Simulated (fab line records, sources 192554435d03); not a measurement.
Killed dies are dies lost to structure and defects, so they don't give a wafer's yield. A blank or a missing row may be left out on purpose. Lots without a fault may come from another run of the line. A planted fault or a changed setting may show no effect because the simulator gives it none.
Chamber matching | flow n5_finfet | N5_FIN_SAQP_FIN_ETCH_36 on rie_si-06: 4 sister chambers
The step etches the open film in HBr/Cl2/O2, target depth 120 nm, time 50.4 s. 8 wafers are shown with their chamber, then 7 later ones without.

WAFERS WITH THEIR CHAMBER
wafer  | chamber | drypump_motor_current_A (A) | throttle_valve_pct (%)
L080.2 | 1       | 6.4                         | 35.69
L083.5 | 0       | 6.0                         | 35.71
L083.6 | 3       | 5.6                         | 35.74
L089.4 | 2       | 6.3                         | 35.89
L089.5 | 0       | 6.0                         | 35.71
L089.6 | 3       | 5.6                         | 35.72
L091.1 | 2       | 6.3                         | 35.90
L091.3 | 1       | 6.5                         | 35.70

WAFERS WITHOUT THEIR CHAMBER
wafer  | drypump_motor_current_A (A) | throttle_valve_pct (%)
L091.6 | 6.5                         | 35.71
L092.1 | 6.3                         | 35.91
L092.4 | 5.6                         | 35.74
L092.5 | 6.3                         | 35.91
L097.2 | 6.0                         | 35.72
L097.3 | 6.5                         | 35.69
L097.5 | 6.3                         | 35.89

WHICH CHAMBER EACH WENT THROUGH
wafer  | from the rows above | in truth
L091.6 | 1                   | 1
L092.1 | 2                   | 2
L092.4 | 3                   | 3
L092.5 | 2                   | 2
L097.2 | 0                   | 0
L097.3 | 1                   | 1
L097.5 | 2                   | 2
Placed correctly: 7 of 7. Can't be placed from these rows: 0. Placed wrongly: 0.
How it was worked out, from the rows above alone: a wafer's distance from a chamber is the root of the sum, over the readings, of the square of ((its reading less the chamber's mean) divided by the reading's scatter). The wafer belongs to the nearest chamber; if the next one is less than 2 further off, it can't be placed. A chamber's mean is the mean of its shown wafers. The scatter: the root of (the sum of the squares of (reading less its chamber's mean) over the shown wafers, divided by (wafers less chambers)).
